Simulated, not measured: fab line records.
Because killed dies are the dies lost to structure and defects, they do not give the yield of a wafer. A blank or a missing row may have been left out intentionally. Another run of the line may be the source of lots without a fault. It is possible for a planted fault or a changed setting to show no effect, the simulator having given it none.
Matching of chambers || flow n5_finfet || N5_BEOL_M6_ETCH_62 on rie_diel-05 has 4 sister chambers
The step etches SOC in N2/H2, target depth 110 nm, overetch 22 nm, time 165 s. 4 wafers are shown with their chamber, then 10 later ones without.

== WAFERS, EACH WITH ITS CHAMBER ==
{"wafer": "L086.5", "chamber": 1, "throttle_valve_pct (%)": 18.08}
{"wafer": "L088.1", "chamber": 3, "throttle_valve_pct (%)": 17.95}
{"wafer": "L090.2", "chamber": 2, "throttle_valve_pct (%)": 17.36}
{"wafer": "L090.5", "chamber": 0, "throttle_valve_pct (%)": 17.50}

== WAFERS MISSING THEIR CHAMBER ==
{"wafer": "L090.6", "throttle_valve_pct (%)": 18.07}
{"wafer": "L091.4", "throttle_valve_pct (%)": 18.08}
{"wafer": "L091.5", "throttle_valve_pct (%)": 17.96}
{"wafer": "L091.6", "throttle_valve_pct (%)": 17.52}
{"wafer": "L093.3", "throttle_valve_pct (%)": 18.07}
{"wafer": "L093.5", "throttle_valve_pct (%)": 17.53}
{"wafer": "L093.6", "throttle_valve_pct (%)": 17.96}
{"wafer": "L097.1", "throttle_valve_pct (%)": 17.97}
{"wafer": "L097.2", "throttle_valve_pct (%)": 17.55}
{"wafer": "L097.6", "throttle_valve_pct (%)": 17.55}

== THE CHAMBER EACH PASSED THROUGH ==
{"wafer": "L090.6", "from the rows above": 1, "in truth": 1}
{"wafer": "L091.4", "from the rows above": 1, "in truth": 1}
{"wafer": "L091.5", "from the rows above": 3, "in truth": 3}
{"wafer": "L091.6", "from the rows above": 0, "in truth": 0}
{"wafer": "L093.3", "from the rows above": 1, "in truth": 1}
{"wafer": "L093.5", "from the rows above": 0, "in truth": 0}
{"wafer": "L093.6", "from the rows above": 3, "in truth": 3}
{"wafer": "L097.1", "from the rows above": 3, "in truth": 3}
{"wafer": "L097.2", "from the rows above": 0, "in truth": 0}
{"wafer": "L097.6", "from the rows above": 0, "in truth": 0}
10 of 10 placed correctly. From these rows, 0 cannot be placed. Wrongly placed: 0.
How it was worked out, from the rows above alone: a wafer's distance from a chamber is the root of the sum, over the readings, of the square of ((its reading less the chamber's mean) divided by the reading's scatter). The wafer belongs to the nearest chamber; if the next one is less than 2 further off, it can't be placed. Each chamber's mean is taken over the wafers shown for it. The scatter: root of mean squared gap, hidden wafer to nearest shown wafer, with one shown wafer a chamber.
